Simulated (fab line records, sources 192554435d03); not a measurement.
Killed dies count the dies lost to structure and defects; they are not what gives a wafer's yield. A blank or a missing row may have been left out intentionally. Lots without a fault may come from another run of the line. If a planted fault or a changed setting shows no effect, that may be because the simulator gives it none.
fab line records + flow n5-finfet
record:
- lots: 13
- wafers: 32
- last-day: 17
route steps=1938 shown WELL_APT@55 PMOS_HMC_CHANNEL_EPI@73 FIN_SAQP@94 PASSIVATION@1936
lots that met no fault: taken from a fault-free run of the same line
start-h: hours from the record's first day to the start of the lot's first wafer shown + wait-h: time in hours since the lot's previous step + " same as the row above + L1.1+2: one row covering several wafers at once + - value missing, or start not given + * or withheld: withheld + < > ~ a bound
route shown NAME@n: a module of which the file shows steps, and the number in the route of the first + usual: mean and standard deviation over wafers with no fault + same: alike in all rows + chamber/n: place in a boat + sites: per-site readings + _std_site: their standard deviation + _edge_site: the outer-site mean with the inner-site mean subtracted + radius-mm: how far each site lies from the wafer's centre + mask NAME#n: copy n + behind: the tool/chamber that last shaped the wafer + hold: what put the lot on hold/how long, in hours/how the hold closed + device: transistor that didn't switch, given as n, p or np + end of line: the tests these same wafers got at the end of their route + a step with no rows: only its recipe + killed: dies that structure and defects cost at the first sort, which is not the same as the wafer's yield + map: a wafer's dies, marking killed ones x, the rest . and places with no die _
set.NAME: the run value of the setting; set.NAME@STEP: its run value at that earlier step + model.NAME: the simulator's own value behind a step, which no gauge read
the route's steps for a sample of lots (tables are steps, rows are wafers)
services: when a tool's chamber went out of use (start-h, in hours from the record's first day, below 0 if earlier), for how many hours, and the reason
== steps ==
step: N5_WELL_APT_EPI_41
recipe:
- material: Si
- target-thk-a: 500
- temp-c: 650
- precursor: SiH4/H2
- pressure-torr: 20
- time-s: 297.7
usual:
- susceptor-temp-C: 650.0/0.32
- throttle-valve-pct: 11.5/0.35
| lot.wafer | tool         | chamber | start-h | wait-h | susceptor-temp-C | throttle-valve-pct |
|-----------|--------------|---------|---------|--------|------------------|--------------------|
| L980.4    | epi-rpcvd-04 | 0       | 22.33   | 0.4    | 650.3            | 11.9               |
| L980.5    | "            | 0       | "       | "      | 650.4            | 12.2               |
| L980.6    | "            | 0       | "       | "      | 650.1            | 12.1               |
| L984.1    | epi-rpcvd-04 | 0       | 46.55   | 0.0    | 650.0            | 11.9               |
| L984.2    | "            | 0       | "       | "      | 650.0            | 11.6               |
| L986.1    | epi-rpcvd-01 | 0       | 58.69   | 0.0    | 650.3            | 11.1               |
| L986.6    | "            | 0       | "       | "      | 650.3            | 11.1               |
| L987.1    | epi-rpcvd-04 | 0       | 64.06   | 0.0    | 650.2            | 11.8               |
| L987.3    | "            | 0       | "       | "      | 650.1            | 11.9               |
| L988.4    | epi-rpcvd-01 | 0       | 70.80   | 0.6    | 649.9            | 11.2               |
| L988.5    | "            | 0       | "       | "      | 650.4            | 11.1               |
| L989.2    | epi-rpcvd-04 | 0       | 76.66   | 0.1    | 649.7            | 11.7               |
| L989.3    | "            | 0       | "       | "      | 650.3            | 11.7               |
| L989.6    | "            | 0       | "       | "      | 649.8            | 11.9               |
| L990.2    | epi-rpcvd-04 | 0       | 82.46   | 0.1    | 650.4            | 11.8               |
| L990.5    | "            | 0       | "       | "      | 650.5            | 11.9               |
| L991.2    | epi-rpcvd-01 | 0       | 88.39   | 0.2    | 649.6            | 11.1               |
| L991.3    | "            | 0       | "       | "      | 649.8            | 11.0               |
| L991.6    | "            | 0       | "       | "      | 649.5            | 11.2               |
| L993.1    | epi-rpcvd-01 | 0       | 100.53  | 0.0    | 650.0            | 11.0               |
| L993.5    | "            | 0       | "       | "      | 650.2            | 11.1               |
| L994.1    | epi-rpcvd-04 | 0       | 106.50  | 0.0    | 650.0            | 11.4               |
| L994.2    | "            | 0       | "       | "      | 650.3            | 11.7               |
| L994.3    | "            | 0       | "       | "      | 650.0            | 12.0               |
| L997.2    | epi-rpcvd-04 | 0       | 124.31  | 0.2    | 650.4            | 11.8               |
| L997.5    | "            | 0       | "       | "      | 650.3            | 11.7               |
| L101.4    | epi-rpcvd-04 | 0       | 148.69  | 0.3    | 649.5            | 11.9               |
| L101.5    | "            | 0       | "       | "      | 649.9            | 11.7               |
| L101.6    | "            | 0       | "       | "      | 649.7            | 11.8               |
| L102.2    | epi-rpcvd-04 | 0       | 158.26  | 0.1    | 650.0            | 11.6               |
| L102.4    | "            | 0       | "       | "      | 649.9            | 11.6               |
| L102.6    | "            | 0       | "       | "      | 650.1            | 11.7               |
step: N5_PMOS_HMC_CHANNEL_EPI_ETCH_38
recipe:
- chemistry: CF4
- target: SiO2
- target-depth-a: 15
- ion-energy-ev: 350
- pressure-mtorr: 10
- icp-w: 800
- bias-w: 400
- cf4-flow-sccm: 80
usual:
- cf4-flow-sccm: 80.0/0.3
- chamber-pressure-mTorr: 10.000/0.009
- drypump-motor-current-A: 5.7/0.44
- oes-product-au: 1.003/0.025
- throttle-valve-pct: 21.90/0.22
| lot.wafer | tool      | chamber | start-h | wait-h | cf4-flow-sccm | chamber-pressure-mTorr | drypump-motor-current-A | oes-product-au | rf-hours-counter-h | throttle-valve-pct |
|-----------|-----------|---------|---------|--------|---------------|------------------------|-------------------------|----------------|--------------------|--------------------|
| L980.4    | rie-si-03 | 1       | 23.76   | 0.0    | 79.7          | 9.978                  | 5.6                     | 0.968          | -                  | 21.53              |
| L980.5    | "         | 3       | "       | "      | 79.6          | 9.996                  | 5.6                     | 0.991          | -                  | 22.03              |
| L980.6    | "         | 2       | "       | "      | 80.2          | 10.016                 | 5.2                     | 0.997          | -                  | 21.60              |
| L984.1    | rie-si-02 | 1       | 48.41   | 0.0    | 79.8          | 9.998                  | 5.2                     | 1.005          | 84                 | 21.77              |
| L984.2    | "         | 3       | "       | "      | 80.1          | 10.007                 | 5.8                     | 0.960          | 44                 | 21.59              |
| L986.1    | rie-si-06 | 3       | 60.77   | 0.0    | 80.0          | 9.991                  | 4.9                     | 1.029          | 85                 | 22.24              |
| L986.6    | "         | 1       | "       | "      | 80.1          | 9.991                  | 6.1                     | 1.021          | -                  | 22.04              |
| L987.1    | rie-si-02 | 0       | 65.70   | 0.0    | 80.7          | 9.994                  | 6.2                     | 1.022          | 191                | 22.10              |
| L987.3    | "         | 1       | "       | "      | 79.7          | 9.992                  | 5.2                     | 1.004          | 85                 | 21.77              |
| L988.4    | rie-si-03 | 0       | 72.46   | 0.0    | 80.3          | 10.007                 | 5.9                     | 1.026          | 184                | 22.16              |
| L988.5    | "         | 3       | "       | "      | 80.3          | 9.991                  | 5.6                     | 0.998          | -                  | 22.05              |
| L989.2    | rie-si-03 | 3       | 78.04   | 0.0    | 80.5          | 10.007                 | 5.6                     | 0.993          | 200                | 22.05              |
| L989.3    | "         | 1       | "       | "      | 80.0          | 10.011                 | 5.6                     | 0.970          | 121                | 21.54              |
| L989.6    | "         | 2       | "       | "      | 80.2          | 9.998                  | 5.2                     | 1.005          | -                  | 21.62              |
| L990.2    | rie-si-06 | 0       | 84.18   | 0.0    | 79.9          | 9.997                  | 6.2                     | 0.993          | 141                | 21.78              |
| L990.5    | "         | 0       | "       | "      | 80.2          | 10.004                 | 6.2                     | 1.005          | -                  | 21.79              |
| L991.2    | rie-si-06 | 1       | 90.18   | 0.0    | 80.2          | 9.997                  | 6.2                     | 1.031          | 71                 | 22.02              |
| L991.3    | "         | 2       | "       | "      | 80.0          | 9.999                  | 5.6                     | 1.017          | 62                 | 21.89              |
| L991.6    | "         | 1       | "       | "      | 80.0          | 10.005                 | 6.1                     | 1.031          | -                  | 22.00              |
| L993.1    | rie-si-06 | 0       | 102.01  | 0.0    | 79.9          | 9.996                  | 6.2                     | 0.991          | 142                | 21.78              |
| L993.5    | "         | 2       | "       | "      | 80.2          | 10.003                 | 5.6                     | 1.025          | -                  | 21.87              |
| L994.1    | rie-si-03 | 1       | 107.98  | 0.0    | 80.1          | 9.994                  | 5.6                     | 0.976          | 122                | 21.54              |
| L994.2    | "         | 3       | "       | "      | 80.3          | 9.982                  | 5.6                     | 1.019          | 0                  | 22.08              |
| L994.3    | "         | 0       | "       | "      | 77.6          | 10.020                 | 6.0                     | 1.026          | 185                | 22.16              |
| L997.2    | rie-si-03 | 3       | 125.87  | 0.0    | 79.7          | 10.000                 | 5.6                     | 1.015          | 0                  | 22.08              |
| L997.5    | "         | 3       | "       | "      | 80.5          | 9.999                  | 5.6                     | 1.024          | -                  | 22.09              |
| L101.4    | rie-si-02 | 0       | 150.00  | 0.0    | 80.0          | 9.997                  | 6.1                     | 1.011          | 193                | 22.12              |
| L101.5    | "         | 2       | "       | "      | 79.7          | 9.999                  | 6.3                     | 0.960          | -                  | 21.96              |
| L101.6    | "         | 1       | "       | "      | 80.2          | 10.010                 | 5.2                     | 0.973          | -                  | 21.78              |
| L102.2    | rie-si-02 | 0       | 159.81  | 0.0    | 79.9          | 10.007                 | 6.1                     | 1.015          | 193                | 22.10              |
| L102.4    | "         | 2       | "       | "      | 80.1          | 10.002                 | 6.3                     | 0.962          | 36                 | 21.95              |
| L102.6    | "         | 2       | "       | "      | 80.2          | 10.004                 | 6.3                     | 0.962          | -                  | 21.96              |
step: N5_PMOS_HMC_CHANNEL_EPI_FIN_RECESS_16
recipe:
- chemistry: HBr/Cl2
- target: Si
- mask-material: SiO2
- target-depth-a: 540
- time-s: 18
- pressure-mtorr: 10
- icp-w: 800
- bias-w: 75
- HBr_flow_sccm: 150
- Cl2_flow_sccm: 80
usual:
- chamber-pressure-mTorr: 9.999/0.0086
- drypump-motor-current-A: 5.7/0.44
- oes-product-au: 1.001/0.022
- throttle-valve-pct: 35.6/0.39
| lot.wafer | tool      | chamber | start-h | wait-h | chamber-pressure-mTorr | drypump-motor-current-A | oes-product-au | rf-hours-counter-h | throttle-valve-pct |
|-----------|-----------|---------|---------|--------|------------------------|-------------------------|----------------|--------------------|--------------------|
| L980.4    | rie-si-03 | 1       | 23.80   | 0.0    | 10.002                 | 5.6                     | 0.962          | -                  | 35.1               |
| L980.5    | "         | 3       | "       | "      | 9.996                  | 5.6                     | 0.992          | -                  | 35.8               |
| L980.6    | "         | 2       | "       | "      | 10.009                 | 5.2                     | 0.983          | -                  | 35.0               |
| L984.1    | rie-si-02 | 1       | 48.43   | 0.0    | 10.007                 | 5.2                     | 0.989          | 84                 | 35.6               |
| L984.2    | "         | 3       | "       | "      | 9.994                  | 5.9                     | 0.975          | 44                 | 34.8               |
| L986.1    | rie-si-06 | 3       | 60.79   | 0.0    | 10.000                 | 5.0                     | 1.032          | 85                 | 36.0               |
| L986.6    | "         | 1       | "       | "      | 9.992                  | 6.1                     | 1.005          | -                  | 36.1               |
| L987.1    | rie-si-02 | 0       | 65.72   | 0.0    | 9.994                  | 6.2                     | 1.018          | 191                | 36.0               |
| L987.3    | "         | 1       | "       | "      | 9.999                  | 5.2                     | 0.986          | 85                 | 35.6               |
| L988.4    | rie-si-03 | 0       | 72.48   | 0.0    | 10.000                 | 6.0                     | 1.019          | 184                | 35.6               |
| L988.5    | "         | 3       | "       | "      | 9.995                  | 5.6                     | 0.986          | -                  | 35.8               |
| L989.2    | rie-si-03 | 3       | 78.06   | 0.0    | 10.007                 | 5.6                     | 1.000          | 200                | 35.8               |
| L989.3    | "         | 1       | "       | "      | 10.004                 | 5.5                     | 0.966          | 121                | 35.1               |
| L989.6    | "         | 2       | "       | "      | 10.019                 | 5.2                     | 0.986          | -                  | 35.0               |
| L990.2    | rie-si-06 | 0       | 84.20   | 0.0    | 9.993                  | 6.2                     | 1.005          | 141                | 35.6               |
| L990.5    | "         | 0       | "       | "      | 9.994                  | 6.2                     | 1.001          | -                  | 35.6               |
| L991.2    | rie-si-06 | 1       | 90.20   | 0.0    | 9.981                  | 6.2                     | 1.020          | 71                 | 36.1               |
| L991.3    | "         | 2       | "       | "      | 10.002                 | 5.6                     | 1.008          | 62                 | 35.6               |
| L991.6    | "         | 1       | "       | "      | 9.996                  | 6.1                     | 1.010          | -                  | 36.1               |
| L993.1    | rie-si-06 | 0       | 102.03  | 0.0    | 10.004                 | 6.2                     | 1.007          | 142                | 35.6               |
| L993.5    | "         | 2       | "       | "      | 10.007                 | 5.6                     | 1.013          | -                  | 35.6               |
| L994.1    | rie-si-03 | 1       | 108.00  | 0.0    | 9.993                  | 5.6                     | 0.967          | 122                | 35.1               |
| L994.2    | "         | 3       | "       | "      | 10.002                 | 5.7                     | 1.008          | 0                  | 36.0               |
| L994.3    | "         | 0       | "       | "      | 10.009                 | 6.0                     | 1.015          | 185                | 35.6               |
| L997.2    | rie-si-03 | 3       | 125.89  | 0.0    | 9.993                  | 5.6                     | 1.015          | 0                  | 36.1               |
| L997.5    | "         | 3       | "       | "      | 10.003                 | 5.5                     | 1.004          | -                  | 36.1               |
| L101.4    | rie-si-02 | 0       | 150.02  | 0.0    | 9.998                  | 6.2                     | 1.018          | 193                | 35.9               |
| L101.5    | "         | 2       | "       | "      | 9.999                  | 6.3                     | 0.958          | -                  | 36.1               |
| L101.6    | "         | 1       | "       | "      | 9.987                  | 5.3                     | 0.976          | -                  | 35.6               |
| L102.2    | rie-si-02 | 0       | 159.83  | 0.0    | 10.010                 | 6.1                     | 1.015          | 193                | 35.9               |
| L102.4    | "         | 2       | "       | "      | 10.004                 | 6.3                     | 0.967          | 36                 | 36.1               |
| L102.6    | "         | 2       | "       | "      | 10.007                 | 6.3                     | 0.971          | -                  | 36.1               |
step: N5_PMOS_HMC_CHANNEL_EPI_THK_MEAS_22
recipe:
- reads: SiGe30_of_PMOS_HMC_CHANNEL_EPI_EPI_20
usual:
- HMC_CMP_THK: 54.3/1.5
| lot.wafer | tool          | chamber | start-h | wait-h | HMC_CMP_THK[nm] |
|-----------|---------------|---------|---------|--------|-----------------|
| L980.4    | film-metro-02 | -       | 25.79   | -      | 52.2            |
| L980.5    | "             | -       | "       | "      | 54.5            |
| L980.6    | "             | -       | "       | "      | 51.8            |
| L984.1    | film-metro-01 | -       | 50.65   | -      | 54.8            |
| L984.2    | "             | -       | "       | "      | 53.5            |
| L986.1    | film-metro-01 | -       | 62.59   | -      | 54.3            |
| L986.6    | "             | -       | "       | "      | 55.0            |
| L987.1    | film-metro-01 | -       | 68.47   | -      | 53.4            |
| L987.3    | "             | -       | "       | "      | 54.4            |
| L988.4    | film-metro-02 | -       | 74.29   | -      | 54.1            |
| L988.5    | "             | -       | "       | "      | 54.4            |
| L989.2    | film-metro-02 | -       | 79.86   | -      | 54.8            |
| L989.3    | "             | -       | "       | "      | 53.4            |
| L989.6    | "             | -       | "       | "      | 52.5            |
| L990.2    | film-metro-01 | -       | 86.94   | -      | 56.3            |
| L990.5    | "             | -       | "       | "      | 55.8            |
| L991.2    | film-metro-02 | -       | 92.01   | -      | 56.3            |
| L991.3    | "             | -       | "       | "      | 57.0            |
| L991.6    | "             | -       | "       | "      | 55.8            |
| L993.1    | film-metro-01 | -       | 103.83  | -      | 55.8            |
| L993.5    | "             | -       | "       | "      | 56.2            |
| L994.1    | film-metro-02 | -       | 109.80  | -      | 52.2            |
| L994.2    | "             | -       | "       | "      | 59.5            |
| L994.3    | "             | -       | "       | "      | 54.0            |
| L997.2    | film-metro-01 | -       | 127.70  | -      | 59.5            |
| L997.5    | "             | -       | "       | "      | 59.4            |
| L101.4    | film-metro-02 | -       | 151.82  | -      | 53.2            |
| L101.5    | "             | -       | "       | "      | 51.7            |
| L101.6    | "             | -       | "       | "      | 53.6            |
| L102.2    | film-metro-01 | -       | 161.63  | -      | 53.8            |
| L102.4    | "             | -       | "       | "      | 51.9            |
| L102.6    | "             | -       | "       | "      | 52.0            |
step: N5_FIN_SAQP_ALD_61
recipe:
- material: SiO2
- target-thk-a: 40
- temp-c: 300
- ald-precursor-family: BDEAS
- ald-co-reactant: O2-plasma
- pulse-time-s: 1
- purge-time-s: 2
- co-reactant-purge-time-s: 2
- ald-cycles: 43
- pressure-torr: 2
usual:
- heater-power-w: 475/45
- precursor-pulse-height-rel: 0.999/0.02
- susceptor-temp-C: 299.99/0.19
| lot.wafer | tool       | chamber | start-h | wait-h | heater-power-w | precursor-pulse-height-rel | susceptor-temp-C |
|-----------|------------|---------|---------|--------|----------------|----------------------------|------------------|
| L980.4    | ald-sin-02 | 3       | 26.39   | 0.0    | 463            | 1.015                      | 300.38           |
| L980.5    | "          | 1       | "       | "      | 445            | 1.024                      | 300.09           |
| L980.6    | "          | 0       | "       | "      | 470            | 0.986                      | 299.47           |
| L984.1    | ald-sin-04 | 0       | 51.36   | 0.0    | 465            | 1.008                      | 300.14           |
| L984.2    | "          | 3       | "       | "      | 504            | 1.012                      | 300.31           |
| L986.1    | ald-sin-03 | 1       | 63.43   | 0.0    | 595            | 0.974                      | 300.18           |
| L986.6    | "          | 1       | "       | "      | 566            | 0.957                      | 300.06           |
| L987.1    | ald-sin-02 | 3       | 69.09   | 0.0    | 465            | 0.973                      | 299.86           |
| L987.3    | "          | 2       | "       | "      | 470            | 0.998                      | 299.78           |
| L988.4    | ald-sin-04 | 0       | 74.91   | 0.0    | 481            | 1.016                      | 300.25           |
| L988.5    | "          | 0       | "       | "      | 482            | 0.998                      | 300.06           |
| L989.2    | ald-sin-03 | 1       | 80.47   | 0.0    | 597            | 0.999                      | 300.09           |
| L989.3    | "          | 3       | "       | "      | 421            | 0.939                      | 300.11           |
| L989.6    | "          | 0       | "       | "      | 486            | 0.998                      | 300.48           |
| L990.2    | ald-sin-03 | 2       | 87.54   | 0.0    | 472            | 0.995                      | 299.81           |
| L990.5    | "          | 3       | "       | "      | 403            | 0.969                      | 299.99           |
| L991.2    | ald-sin-02 | 2       | 92.84   | 0.0    | 476            | 1.003                      | 299.93           |
| L991.3    | "          | 3       | "       | "      | 473            | 0.993                      | 299.87           |
| L991.6    | "          | 2       | "       | "      | 473            | 0.992                      | 299.73           |
| L993.1    | ald-sin-03 | 2       | 104.54  | 0.0    | 492            | 0.992                      | 300.06           |
| L993.5    | "          | 2       | "       | "      | 483            | 0.997                      | 300.14           |
| L994.1    | ald-sin-02 | 3       | 110.40  | 0.0    | 473            | 1.011                      | 300.11           |
| L994.2    | "          | 0       | "       | "      | 452            | 0.988                      | 299.87           |
| L994.3    | "          | 1       | "       | "      | 455            | 1.025                      | 300.14           |
| L997.2    | ald-sin-03 | 0       | 128.40  | 0.0    | 498            | 1.011                      | 299.96           |
| L997.5    | "          | 0       | "       | "      | 487            | 0.992                      | 300.03           |
| L101.4    | ald-sin-02 | 2       | 152.42  | 0.0    | 471            | 1.011                      | 299.92           |
| L101.5    | "          | 3       | "       | "      | 469            | 1.031                      | 300.18           |
| L101.6    | "          | 2       | "       | "      | 471            | 0.988                      | 300.11           |
| L102.2    | ald-sin-04 | 1       | 162.24  | 0.0    | 454            | 0.962                      | 300.31           |
| L102.4    | "          | 0       | "       | "      | 442            | 0.978                      | 300.00           |
| L102.6    | "          | 1       | "       | "      | 453            | 0.982                      | 299.88           |
step: N5_PASSIVATION_PROBE_49
usual:
- killed_at_M0_to_M3: 32/9.3
- killed_at_M4_up: 14/4.9
- killed-at-contacts: 15/7.5
- killed-at-front-end: 40/11
- killed-at-other: 4/3.3
- killed-dies: 104/17
- killed-open: 68/14
- killed-short: 33/7.9
same:
- gross-dies: 1180
- killed-at-back-side: 0
| lot.wafer | tool      | chamber | start-h | wait-h | killed_at_M0_to_M3 | killed_at_M4_up | killed-at-contacts | killed-at-front-end | killed-at-other | killed-dies | killed-open | killed-short |
|-----------|-----------|---------|---------|--------|--------------------|-----------------|--------------------|---------------------|-----------------|-------------|-------------|--------------|
| L988.4    | prober-02 | -       | 312.30  | 0.2    | 36                 | 15              | 13                 | 49                  | 8               | 121         | 67          | 52           |
| L988.5    | prober-02 | -       | 312.35  | 0.2    | 32                 | 14              | 26                 | 46                  | 13              | 131         | 82          | 41           |
| L997.2    | prober-02 | -       | 378.47  | 0.1    | 34                 | 14              | 12                 | 42                  | 3               | 105         | 77          | 28           |
| L997.5    | prober-02 | -       | 378.62  | 0.2    | 39                 | 9               | 18                 | 58                  | 1               | 125         | 89          | 36           |
killed by level:class
L988.4 FIN_SAQP:geometric-particle:short=18 MOL_CONTACT_COAG:geometric-particle:open=9 BEOL_M3:geometric-particle:open=9 BEOL_M0_SAQP:geometric-particle:short=8 BEOL_M1:geometric-particle:open=7 FIN_SAQP:geometric-particle:open=6 DUMMY_GATE:geometric-particle:open=6 STI_FIN_REVEAL:geometric-particle:open=4
L988.5 MOL_CONTACT_COAG:geometric-particle:open=16 DUMMY_GATE:geometric-particle:open=11 FIN_SAQP:geometric-particle:open=8 FIN_SAQP:geometric-particle:short=7 BEOL_M0_SAQP:geometric-particle:short=7 MOL_CONTACT_COAG:area-etch=7 BEOL_M3:geometric-particle:open=6 BEOL_M0_SAQP:geometric-particle:open=6
L997.2 FIN_SAQP:geometric-particle:open=10 MOL_CONTACT_COAG:geometric-particle:open=10 STI_FIN_REVEAL:geometric-particle:open=9 DUMMY_GATE:geometric-particle:open=9 BEOL_M0_SAQP:geometric-particle:short=8 BEOL_M2:geometric-particle:open=8 BEOL_M4:geometric-particle:open=7 BEOL_M0_SAQP:geometric-particle:open=7
L997.5 MOL_CONTACT_COAG:geometric-particle:open=15 STI_FIN_REVEAL:geometric-particle:open=14 DUMMY_GATE:geometric-particle:open=9 BEOL_M0_SAQP:geometric-particle:open=9 BEOL_M2:geometric-particle:open=8 BEOL_M1:geometric-particle:open=7 FIN_SAQP:geometric-particle:open=5 GATE_CUT:geometric-particle:short=5
== services ==
| tool         | chamber | start-h | hours | kind           |
|--------------|---------|---------|-------|----------------|
| rie-si-03    | -       | 2.16    | 0.3   | repair         |
| ald-sin-03   | 0       | 9.21    | 2.8   | repair         |
| rie-si-06    | 0       | 10.61   | 5.3   | repair         |
| epi-rpcvd-01 | -       | 11.47   | 27.2  | pm             |
| ald-sin-04   | 3       | 29.34   | 1.3   | repair         |
| ald-sin-03   | -       | 37.19   | 1.9   | repair         |
| rie-si-02    | 0       | 44.16   | 3.5   | repair         |
| ald-sin-03   | -       | 51.05   | 1.7   | repair         |
| ald-sin-02   | 2       | 70.99   | 11.1  | repair         |
| rie-si-03    | 3       | 78.49   | -     | clean          |
| rie-si-03    | 3       | 78.49   | 20.6  | scheduled-down |
| rie-si-03    | 3       | 78.49   | 20.6  | vent-cycle     |
| ald-sin-04   | -       | 85.53   | 14.0  | pm             |
| ald-sin-04   | 0       | 85.53   | 14.0  | vent-cycle     |
| ald-sin-04   | 1       | 85.53   | 14.0  | vent-cycle     |
| ald-sin-04   | 2       | 85.53   | 14.0  | vent-cycle     |
| ald-sin-04   | 3       | 85.53   | 14.0  | vent-cycle     |
| ald-sin-04   | 0       | 99.53   | -     | clean          |
| ald-sin-02   | -       | 102.55  | 2.8   | pm             |
| rie-si-03    | -       | 126.25  | 0.8   | repair         |
| ald-sin-03   | 0       | 149.07  | 8.7   | repair         |
| rie-si-02    | 0       | 160.57  | -     | clean          |
| rie-si-02    | 0       | 160.57  | 24.8  | scheduled-down |
| rie-si-02    | 0       | 160.57  | 24.8  | vent-cycle     |
== key ==
first-sign:
- step: N5_PMOS_HMC_CHANNEL_EPI_THK_MEAS_22
- reading: HMC_CMP_THK
- direction: up
- sigmas: 3.5
- usual: 54.3
- struck: 59.4
effect none on later readings
met-at N5_PMOS_HMC_CHANNEL_EPI_FIN_RECESS_16
struck-lots L994,L997
struck-wafers L994.2,L997.2,L997.5
tester-left-out L994,L997
baseline-loss:
- step: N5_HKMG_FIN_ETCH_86
- wafers: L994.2
baseline-loss:
- step: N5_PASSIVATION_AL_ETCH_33
- wafers: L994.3
not-acting-at N5_WELL_APT_EPI_41,N5_PMOS_HMC_CHANNEL_EPI_ETCH_38,N5_FIN_SAQP_ALD_61
onset-between 78.06 108.00
fault:
- kind: process-parameter-drift
- tool: rie-si-03
- chamber: -
- onset-h: 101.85
- steps: N5_PMOS_HMC_CHANNEL_EPI_FIN_RECESS_16
- channel: time-s
- offset: *
- shape: step
- end-h: 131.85
- scope: struck-wafers-only
- acts-in: *
- stated: *
tester-left-out: of these lots the tester's yield and bins aren't shown, on N5 and GAA mostly nor the transistor test; their killed dies are dies lost to structure and defects alone, not to doping, threshold or leakage, so they don't give the yield
baseline-loss: these wafers lose ten dies or more at that step, a loss of the line's own and not of a fault; the sort's usual values leave them out
